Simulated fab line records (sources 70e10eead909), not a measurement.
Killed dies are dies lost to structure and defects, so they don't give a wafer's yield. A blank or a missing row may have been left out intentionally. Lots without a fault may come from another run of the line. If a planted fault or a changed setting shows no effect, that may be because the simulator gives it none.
fab line records	flow nandHarc	part 1 of 2: steps 1 to 26 of 35
record: lots: 5	wafers: 15	lastDay: 33
route steps=1302 shown A_STAIRCASE@889 A_SGD_CUT@890 A_SLIT@922
lots with no fault: from the same line, run without faults
startH: hours from the record's opening day to when the first of the lot's shown wafers began	waitH: hours since the lot's step before	" the same as in the row above	L1.1+2: a row that stands for several wafers	- either no value or no given start	* or withheld: withheld	< > ~ a bound
route shown NAME@n: a module of which the file shows steps, and the number in the route of the first	usual: mean/standard deviation of fault-free wafers	same: alike in all rows	chamber/n: place in a boat	sites: per-site readings	_std_site: their standard deviation	_edge_site: the outer-site mean with the inner-site mean subtracted	radiusMm: for every site, how far away it sits from the centre of the wafer	mask NAME#n: copy n	behind: tool/chamber where the wafer was last shaped	hold: reason for holding the lot/hours on hold/outcome of the hold	device: whichever transistor did not switch (one of n, p or np)	end of line: the same wafers' tests at the end of the route	a step with no rows: only its recipe	killed: at the first sort, the dies lost to defects and structure; wafer yield is something else	map: a wafer's dies, x killed, . not, _ none there
set.NAME: the setting that was run; set.NAME@STEP: the one run at that earlier step	model.NAME: the simulator's own value behind a step, which no gauge read
lots at selected steps of the route; one table per step, one row per wafer
services: the hour from which a tool's chamber was out of use, counted from the record's first day as startH (under 0 if before that day), plus the number of hours and why
== steps ==
step: NHARC_A_STAIRCASE_INSPECT_155
usual: rawDefectCount: 443/150
lot.wafer	tool	chamber	startH	waitH	rawDefectCount
L077.1	defectInspect-01	-	458.72	0.1	517
L077.3	"	-	"	"	552
L077.4	"	-	"	"	522
L078.2	defectInspect-02	-	473.88	0.1	555
L078.3	"	-	"	"	487
L078.5	"	-	"	"	424
L087.4	defectInspect-02	-	576.02	0.1	405
L087.5	"	-	"	"	469
L087.6	"	-	"	"	571
L092.2	defectInspect-01	-	624.22	0.1	417
L092.3	"	-	"	"	555
L092.5	"	-	"	"	447
L097.1	defectInspect-02	-	659.34	0.1	325
L097.2	"	-	"	"	285
L097.5	"	-	"	"	319
step: NHARC_A_SGD_CUT_DEP_00
recipe: targetThkA: 500	tempC: 400	targetThkNm: 50	flowSccm: 200	rfW: 450	material: SiNx
usual: heaterPowerW: 733/130
lot.wafer	tool	chamber	startH	waitH	heaterPowerW
L077.3	pecvd-03	2	458.78	0.1	873
L077.1	"	0	"	"	727
L077.4	"	2	"	"	886
L078.2	pecvd-01	2	473.95	0.1	732
L078.3	"	0	"	"	567
L078.5	"	2	"	"	739
L087.5	pecvd-03	0	576.17	0.1	665
L087.6	"	1	"	"	618
L087.4	"	2	"	"	970
L092.2	pecvd-04	0	624.28	0.1	647
L092.3	"	2	"	"	688
L092.5	"	2	"	"	696
L097.1	pecvd-03	0	659.40	0.1	700
L097.2	"	1	"	"	578
L097.5	"	0	"	"	734
step: NHARC_A_SGD_CUT_DEHYDRATE_01
recipe: tempC: 150	timeS: 120
lot.wafer	tool	chamber	startH	waitH
L077.1+3+4	lithoTrack-06	0	459.05	0.2
L078.2+3+5	lithoTrack-04	0	474.22	0.2
L087.4+5+6	lithoTrack-04	0	576.36	0.1
L092.2+3+5	lithoTrack-06	0	624.55	0.2
L097.1+2+5	lithoTrack-06	0	659.67	0.2
step: NHARC_A_SGD_CUT_HMDS_02
recipe: timeS: 30
lot.wafer	tool	chamber	startH	waitH
L077.1+3+4	lithoTrack-06	0	-	-
L078.2+3+5	lithoTrack-04	0	-	-
L087.4+5+6	lithoTrack-04	0	-	-
L092.2+3+5	lithoTrack-06	0	-	-
L097.1+2+5	lithoTrack-06	0	-	-
step: NHARC_A_SGD_CUT_COAT_56
recipe: tempC: 260	timeS: 75
lot.wafer	tool	chamber	startH	waitH
L077.1+3+4	lithoTrack-06	0	-	-
L078.2+3+5	lithoTrack-04	0	-	-
L087.4+5+6	lithoTrack-04	0	-	-
L092.2+3+5	lithoTrack-06	0	-	-
L097.1+2+5	lithoTrack-06	0	-	-
step: NHARC_A_SGD_CUT_COAT_57
recipe: tempC: 225	timeS: 65
lot.wafer	tool	chamber	startH	waitH
L077.1+3+4	lithoTrack-06	0	-	-
L078.2+3+5	lithoTrack-04	0	-	-
L087.4+5+6	lithoTrack-04	0	-	-
L092.2+3+5	lithoTrack-06	0	-	-
L097.1+2+5	lithoTrack-06	0	-	-
step: NHARC_A_SGD_CUT_COAT_03
recipe: spinRpm: 1500	resistThkNm: 90
lot.wafer	tool	chamber	startH	waitH
L077.1+3+4	lithoTrack-06	0	-	-
L078.2+3+5	lithoTrack-04	0	-	-
L087.4+5+6	lithoTrack-04	0	-	-
L092.2+3+5	lithoTrack-06	0	-	-
L097.1+2+5	lithoTrack-06	0	-	-
step: NHARC_A_SGD_CUT_SOFTBAKE_04
recipe: tempC: 105	timeS: 55
lot.wafer	tool	chamber	startH	waitH
L077.1+3+4	lithoTrack-06	0	-	-
L078.2+3+5	lithoTrack-04	0	-	-
L087.4+5+6	lithoTrack-04	0	-	-
L092.2+3+5	lithoTrack-06	0	-	-
L097.1+2+5	lithoTrack-06	0	-	-
step: NHARC_A_SGD_CUT_EBR_05
lot.wafer	tool	chamber	startH	waitH
L077.1+3+4	lithoTrack-06	0	-	-
L078.2+3+5	lithoTrack-04	0	-	-
L087.4+5+6	lithoTrack-04	0	-	-
L092.2+3+5	lithoTrack-06	0	-	-
L097.1+2+5	lithoTrack-06	0	-	-
step: NHARC_A_SGD_CUT_EXPOSE_06
recipe: na: 1.35	doseMj: 85.59	maskId: SGD
lot.wafer	tool	chamber	startH	waitH	mask
L077.1+3+4	arfiScanner-01	0	459.24	-	SGD#0
L078.2+3+5	arfiScanner-03	0	474.53	-	SGD#0
L087.4+5+6	arfiScanner-03	0	576.76	-	SGD#0
L092.2+3+5	arfiScanner-03	0	624.87	-	SGD#0
L097.1+2+5	arfiScanner-01	0	659.98	-	SGD#0
step: NHARC_A_SGD_CUT_PEB_07
recipe: pebTempC: 100	pebTimeS: 65
lot.wafer	tool	chamber	startH	waitH
L077.1+3+4	lithoTrack-04	0	459.30	0.1
L078.2+3+5	lithoTrack-01	0	474.59	0.1
L087.4+5+6	lithoTrack-01	0	576.81	0.0
L092.2+3+5	lithoTrack-04	0	624.92	0.1
L097.1+2+5	lithoTrack-04	0	660.05	0.1
step: NHARC_A_SGD_CUT_DEVELOP_08
recipe: developTimeS: 35	devTempC: 23
lot.wafer	tool	chamber	startH	waitH
L077.1+3+4	lithoTrack-04	0	-	-
L078.2+3+5	lithoTrack-01	0	-	-
L087.4+5+6	lithoTrack-01	0	-	-
L092.2+3+5	lithoTrack-04	0	-	-
L097.1+2+5	lithoTrack-04	0	-	-
step: NHARC_A_SGD_CUT_CD_MEAS_09
recipe: targetCdNm: 100	landingEnergyEv: 500
usual: cdNm: 99.9/0.5
lot.wafer	tool	chamber	startH	waitH	cdNm
L077.1	cdSem-01	0	459.38	-	99.2
L077.3	"	0	"	"	99.1
L077.4	"	0	"	"	99.5
L078.2	cdSem-02	0	474.67	-	99.0
L078.3	"	0	"	"	99.3
L078.5	"	0	"	"	99.8
L087.4	cdSem-03	0	576.90	-	99.8
L087.5	"	0	"	"	99.9
L087.6	"	0	"	"	99.5
L092.2	cdSem-01	0	625.00	-	100.3
L092.3	"	0	"	"	100.4
L092.5	"	0	"	"	100.8
L097.1	cdSem-01	0	660.13	-	99.5
L097.2	"	0	"	"	99.8
L097.5	"	0	"	"	99.9
step: NHARC_A_SGD_CUT_OVL_MEAS_10
usual: overlayXNm: -0.1/0.96	overlayYNm: 0.2/1.1
lot.wafer	tool	chamber	startH	waitH	overlayXNm	overlayYNm
L077.1	overlay-02	-	459.46	-	-0.6	-1.6
L077.3	"	-	"	"	-0.3	-2.0
L077.4	"	-	"	"	0.2	-1.5
L078.2	overlay-01	-	474.76	-	1.0	1.4
L078.3	"	-	"	"	0.8	0.8
L078.5	"	-	"	"	0.4	1.7
L087.4	overlay-02	-	576.99	-	-1.0	0.4
L087.5	"	-	"	"	-1.5	0.3
L087.6	"	-	"	"	-0.5	0.9
L092.2	overlay-02	-	625.09	-	0.7	1.2
L092.3	"	-	"	"	1.1	1.6
L092.5	"	-	"	"	1.0	1.7
L097.1	overlay-02	-	660.22	-	-1.3	1.2
L097.2	"	-	"	"	-0.8	0.8
L097.5	"	-	"	"	-0.7	1.3
step: NHARC_A_SGD_CUT_INSPECT_11
usual: rawDefectCount: 53/32
lot.wafer	tool	chamber	startH	waitH	rawDefectCount
L077.1	defectInspect-01	-	459.50	0.0	117
L077.3	"	-	"	"	115
L077.4	"	-	"	"	118
L078.2	defectInspect-01	-	474.79	0.0	130
L078.3	"	-	"	"	132
L078.5	"	-	"	"	96
L087.4	defectInspect-02	-	577.02	0.0	17
L087.5	"	-	"	"	19
L087.6	"	-	"	"	12
L092.2	defectInspect-02	-	625.13	0.0	75
L092.3	"	-	"	"	49
L092.5	"	-	"	"	50
L097.1	defectInspect-02	-	660.26	0.0	34
L097.2	"	-	"	"	38
L097.5	"	-	"	"	28
step: NHARC_A_SGD_CUT_DESCUM_14
recipe: timeS: 3	o2FlowSccm: 200	arFlowSccm: 0	biasPowerW: 0	chemistry: O2
usual: chamberPressureMTorr: 60.01/0.059	drypumpMotorCurrentA: 5.86/0.28	oesProductAu: 0.999/0.0075	rfVppV: 57.7/0.81	showerheadPlenumPTorr: 1.90/0.063	throttleValvePct: 11.311/0.0084
lot.wafer	tool	chamber	startH	waitH	chamberPressureMTorr	drypumpMotorCurrentA	oesProductAu	rfHoursCounterH	rfVppV	showerheadPlenumPTorr	throttleValvePct
L077.1	rieDiel-01	1	459.56	0.1	59.96	5.80	1.010	5	58.1	1.83	11.305
L077.4	"	2	"	"	60.03	6.32	1.007	4	57.3	2.00	11.300
L077.3	"	3	"	"	60.07	6.25	1.012	5	57.4	1.90	11.326
L078.2	rieDiel-02	1	474.87	0.1	60.09	5.72	1.016	6	57.2	1.81	11.301
L078.3	"	2	"	"	59.90	5.97	1.010	6	58.0	1.93	11.318
L078.5	"	0	"	"	60.09	5.53	1.004	-	56.3	1.92	11.319
L087.4	rieDiel-05	0	577.09	0.1	60.00	5.73	0.999	8	56.9	2.02	11.305
L087.6	"	3	"	"	59.94	5.23	0.998	-	57.6	1.89	11.306
L087.5	"	0	"	"	60.10	5.69	0.999	-	58.4	2.02	11.314
L092.3	rieDiel-02	0	625.19	0.1	59.99	5.50	0.998	3	58.2	1.92	11.319
L092.2	"	2	"	"	59.99	5.96	0.995	4	57.5	1.92	11.308
L092.5	"	1	"	"	59.87	5.73	1.000	-	57.8	1.81	11.302
L097.2	rieDiel-01	0	660.33	0.1	59.94	5.72	0.999	6	59.1	1.92	11.310
L097.1	"	2	"	"	60.07	6.28	0.985	6	58.1	2.00	11.320
L097.5	"	3	"	"	60.03	6.27	1.005	-	57.3	1.90	11.304
step: NHARC_A_SGD_CUT_ETCH_58
recipe: targetDepthA: 390	overEtchFrac: 0.3	timeS: 65	ionEnergyEv: 80	cf4FlowSccm: 150	arFlowSccm: 0	rfW: 300	biasW: 100	chemistry: CF4
usual: chamberPressureMTorr: 50.00/0.044	drypumpMotorCurrentA: 5.87/0.29	oesProductAu: 1.001/0.0087	rfVppV: 151.3/1.1	showerheadPlenumPTorr: 1.76/0.055	throttleValvePct: 13.283/0.0098
lot.wafer	tool	chamber	startH	waitH	chamberPressureMTorr	drypumpMotorCurrentA	oesProductAu	rfHoursCounterH	rfVppV	showerheadPlenumPTorr	throttleValvePct
L077.3	rieDiel-01	2	459.65	0.1	50.03	6.26	1.001	4	153.5	1.84	13.291
L077.1	"	3	"	"	50.01	6.25	0.999	5	150.5	1.76	13.306
L077.4	"	1	"	"	50.01	5.81	0.997	5	151.2	1.70	13.277
L078.2	rieDiel-02	0	474.94	0.1	50.01	5.51	0.996	6	151.4	1.78	13.267
L078.3	"	2	"	"	50.03	5.97	1.002	6	150.8	1.78	13.296
L078.5	"	0	"	"	49.95	5.51	1.003	-	151.5	1.78	13.281
L087.4	rieDiel-05	1	577.17	0.1	50.00	6.22	0.988	7	150.1	1.68	13.277
L087.6	"	0	"	"	50.04	5.75	0.993	-	151.6	1.86	13.278
L087.5	"	1	"	"	50.03	6.21	0.990	-	150.7	1.68	13.298
L092.2	rieDiel-02	2	625.27	0.1	50.08	5.96	1.005	4	151.8	1.78	13.278
L092.3	"	3	"	"	49.95	5.75	1.008	3	150.5	1.80	13.276
L092.5	"	3	"	"	49.95	5.75	1.019	-	153.3	1.80	13.296
L097.2	rieDiel-01	3	660.40	0.1	50.02	6.25	0.999	6	151.0	1.76	13.297
L097.1	"	1	"	"	50.07	5.79	1.004	7	150.0	1.69	13.289
L097.5	"	0	"	"	50.02	5.75	0.997	-	151.2	1.77	13.280
step: NHARC_A_SGD_CUT_ETCH_59
recipe: targetDepthA: 2600	overEtchFrac: 0.25	timeS: 406.25	ionEnergyEv: 200	n2FlowSccm: 150	h2FlowSccm: 150	arFlowSccm: 0	rfW: 400	biasW: 150	chemistry: N2/H2
usual: chamberPressureMTorr: 29.999/0.026	drypumpMotorCurrentA: 5.88/0.28	oesProductAu: 1.001/0.0075	rfVppV: 430.4/2.1	showerheadPlenumPTorr: 2.04/0.068	throttleValvePct: 14.171/0.0089
lot.wafer	tool	chamber	startH	waitH	chamberPressureMTorr	drypumpMotorCurrentA	oesProductAu	rfHoursCounterH	rfVppV	showerheadPlenumPTorr	throttleValvePct
L077.1	rieDiel-01	3	-	-	30.028	6.27	1.006	5	429.5	2.03	14.166
L077.3	"	0	"	"	30.025	5.74	1.004	5	429.8	2.05	14.177
L077.4	"	2	"	"	29.963	6.30	1.003	4	434.2	2.13	14.170
L078.3	rieDiel-02	3	-	-	30.001	5.77	1.011	7	432.5	2.09	14.174
L078.2	"	1	"	"	29.989	5.70	1.008	6	428.3	1.93	14.180
L078.5	"	2	"	"	30.017	5.96	1.008	-	430.3	2.05	14.172
L087.4	rieDiel-05	2	-	-	29.986	6.15	0.993	7	427.2	1.96	14.164
L087.5	"	2	"	"	30.007	6.14	0.998	-	428.5	1.96	14.180
L087.6	"	3	"	"	30.043	5.20	0.994	-	429.6	2.02	14.166
L092.2	rieDiel-02	3	-	-	29.993	5.78	1.012	3	431.8	2.08	14.157
L092.3	"	0	"	"	30.032	5.52	1.000	3	429.9	2.04	14.185
L092.5	"	3	"	"	29.985	5.78	1.001	-	432.1	2.08	14.165
L097.1	rieDiel-01	2	-	-	30.001	6.29	1.002	6	432.4	2.13	14.175
L097.2	"	3	"	"	29.999	6.26	1.006	6	430.7	2.02	14.175
L097.5	"	0	"	"	29.990	5.75	1.006	-	431.4	2.05	14.162
step: NHARC_A_SGD_CUT_ETCH_15
recipe: targetDepthA: 750	timeS: 64.3	ch3fFlowSccm: 50	o2FlowSccm: 30	arFlowSccm: 200	rfW: 500	biasW: 100	chemistry: CH3F/O2
usual: chamberPressureMTorr: 25.001/0.025	drypumpMotorCurrentA: 5.84/0.29	oesProductAu: 0.966/0.016	rfVppV: 263.8/1.3	showerheadPlenumPTorr: 2.45/0.073	throttleValvePct: 20.663/0.0091
lot.wafer	tool	chamber	startH	waitH	chamberPressureMTorr	drypumpMotorCurrentA	oesProductAu	rfHoursCounterH	rfVppV	showerheadPlenumPTorr	throttleValvePct
L077.3	rieDiel-01	2	-	-	25.026	6.28	0.969	4	264.8	2.57	20.679
L077.4	"	3	"	"	25.018	6.26	0.982	5	263.3	2.45	20.674
L077.1	"	1	"	"	24.991	5.81	0.961	5	262.4	2.35	20.676
L078.2	rieDiel-02	0	-	-	25.025	5.49	0.960	7	264.4	2.47	20.667
L078.3	"	1	"	"	24.968	5.72	0.988	6	262.7	2.33	20.670
L078.5	"	1	"	"	25.022	5.73	0.993	-	262.4	2.33	20.656
L087.4	rieDiel-05	2	-	-	25.029	6.13	0.979	7	263.4	2.37	20.662
L087.6	"	3	"	"	25.042	5.25	0.959	-	263.1	2.43	20.656
L087.5	"	0	"	"	25.030	5.74	0.957	-	266.1	2.60	20.667
L092.2	rieDiel-02	3	-	-	24.989	5.78	0.985	3	265.2	2.51	20.645
L092.3	"	1	"	"	25.014	5.72	0.969	4	262.3	2.33	20.665
L092.5	"	2	"	"	25.037	5.96	0.978	-	263.2	2.47	20.664
L097.1	rieDiel-01	1	-	-	24.999	5.84	0.975	7	263.1	2.35	20.681
L097.2	"	2	"	"	25.042	6.29	0.960	7	266.3	2.56	20.675
L097.5	"	0	"	"	25.000	5.75	0.954	-	263.8	2.47	20.649
step: NHARC_A_SGD_CUT_ETCH_16
recipe: targetDepthA: 3105	timeS: 155.2	c4f8FlowSccm: withheld	o2FlowSccm: 8	arFlowSccm: withheld	rfW: 600	biasW: 800	chemistry: C4F8/O2/Ar
usual: chamberPressureMTorr: 24.996/0.022	oesProductAu: 0.975/0.013	rfVppV: 723/3.3
lot.wafer	tool	chamber	startH	waitH	chamberPressureMTorr	oesProductAu	rfHoursCounterH	rfVppV
L077.3	rieDiel-01	3	-	-	24.955	0.975	5	724
L077.1	"	0	"	"	25.026	0.981	5	723
L077.4	"	1	"	"	25.009	0.960	5	718
L078.3	rieDiel-02	0	-	-	24.998	0.978	7	723
L078.2	"	3	"	"	24.989	0.981	7	725
L078.5	"	0	"	"	25.029	0.976	-	724
L087.4	rieDiel-05	1	-	-	25.008	0.980	7	718
L087.6	"	0	"	"	24.996	0.970	-	728
L087.5	"	1	"	"	24.987	0.965	-	720
L092.3	rieDiel-02	2	-	-	24.984	0.978	4	724
L092.2	"	3	"	"	24.991	0.997	3	724
L092.5	"	2	"	"	24.970	0.976	-	725
L097.2	rieDiel-01	1	-	-	24.943	0.972	7	720
L097.1	"	2	"	"	25.001	0.968	7	727
L097.5	"	1	"	"	24.996	0.968	-	720
step: NHARC_A_SGD_CUT_STRIP_60
recipe: c4f8FlowSccm: withheld	o2FlowSccm: 8	arFlowSccm: withheld	biasW: 0	chemistry: C4F8/O2/Ar
lot.wafer	tool	chamber	startH	waitH
L077.3+1+4	rieDiel-01	0,1,2	-	-
L078.3+2+5	rieDiel-02	2,3,1	-	-
L087.4+6+5	rieDiel-05	3,0,1	-	-
L092.2+3+5	rieDiel-02	0,2,0	-	-
L097.2+1+5	rieDiel-01	0,2,0	-	-
step: NHARC_A_SGD_CUT_STRIP_17
recipe: o2FlowSccm: 500	arFlowSccm: 0	biasW: 0	chemistry: O2
usual: chamberPressureMTorr: 59.99/0.057	drypumpMotorCurrentA: 5.88/0.3	oesProductAu: 1.000/0.007	rfVppV: 57.7/0.88	showerheadPlenumPTorr: 3.52/0.1	throttleValvePct: 17.037/0.0094
lot.wafer	tool	chamber	startH	waitH	chamberPressureMTorr	drypumpMotorCurrentA	oesProductAu	rfHoursCounterH	rfVppV	showerheadPlenumPTorr	throttleValvePct
L077.1	rieDiel-01	2	-	-	59.96	6.28	1.006	5	56.9	3.68	17.034
L077.3	"	3	"	"	60.02	6.29	1.003	5	57.3	3.51	17.026
L077.4	"	0	"	"	60.01	5.75	1.004	5	57.3	3.55	17.027
L078.2	rieDiel-02	2	-	-	59.97	5.96	1.003	6	58.9	3.55	17.037
L078.3	"	0	"	"	59.98	5.50	0.992	7	58.2	3.54	17.052
L078.5	"	1	"	"	59.92	5.75	1.001	-	56.4	3.36	17.037
L087.4	rieDiel-05	3	-	-	59.95	5.24	1.003	9	57.1	3.50	17.042
L087.6	"	1	"	"	60.01	6.21	1.003	-	57.2	3.35	17.043
L087.5	"	2	"	"	60.00	6.14	1.007	-	57.0	3.41	17.017
L092.3	rieDiel-02	0	-	-	60.08	5.53	1.006	3	57.1	3.54	17.040
L092.2	"	2	"	"	59.97	5.97	1.002	4	57.9	3.54	17.027
L092.5	"	0	"	"	60.00	5.53	0.994	-	56.8	3.54	17.029
L097.2	rieDiel-01	2	-	-	59.97	6.28	1.001	7	58.3	3.67	17.042
L097.1	"	0	"	"	60.03	5.74	0.995	6	58.0	3.54	17.031
L097.5	"	2	"	"	60.06	6.28	0.998	-	58.0	3.67	17.039
step: NHARC_A_SGD_CUT_PRECLEAN_18
recipe: timeS: *	tempC: 50	bathAgeMin: 0	chemistry: SC1
usual: bathHeatDutyPct: 6.9/0.74
lot.wafer	tool	chamber	startH	waitH	bathHeatDutyPct
L077.4	wetBench-07	4	460.55	-	6.2
L077.3	"	5	"	"	7.2
L077.1	"	7	"	"	7.2
L078.3	wetBench-05	7	475.83	-	7.1
L078.5	"	1	"	"	7.0
L078.2	"	3	"	"	7.8
L087.6	wetBench-09	0	578.06	-	5.4
L087.5	"	1	"	"	6.6
L087.4	"	4	"	"	5.6
L092.3	wetBench-07	1	626.17	-	6.6
L092.5	"	3	"	"	6.6
L092.2	"	5	"	"	7.7
L097.2	wetBench-07	5	661.29	-	7.0
L097.1	"	7	"	"	7.7
L097.5	"	2	"	"	7.2
step: NHARC_A_SGD_CUT_SRD_19
lot.wafer	tool	chamber	startH	waitH
L077.4+3+1	wetBench-07	4,5,7	-	-
L078.3+5+2	wetBench-05	7,1,3	-	-
L087.6+5+4	wetBench-09	0,1,4	-	-
L092.3+5+2	wetBench-07	1,3,5	-	-
L097.2+1+5	wetBench-07	5,7,2	-	-
step: NHARC_A_SGD_CUT_DEP_20
recipe: targetThkA: 1500	tempC: 65	material: SiO2
lot.wafer	tool	chamber	startH	waitH
L077.1+4+3	fcvd-01	1,0,1	460.71	-
L078.2+3+5	fcvd-01	1,0,1	475.98	-
L087.4+6+5	fcvd-01	0,0,1	578.26	-
L092.2+3+5	fcvd-01	0	626.32	-
L097.1+2+5	fcvd-01	1,0,1	661.44	-
step: NHARC_A_SGD_CUT_ANNEAL_27
recipe: tempC: 450	timeS: 1800
lot.wafer	tool	chamber	startH	waitH
L077.1+3+4	furnace-04	0	466.25	5.5
L078.2+3+5	furnace-06	0	481.46	5.5
L087.4+5+6	furnace-04	0	584.21	5.9
L092.2+3+5	furnace-06	0	631.56	5.2
L097.1+2+5	furnace-04	0	664.64	3.2
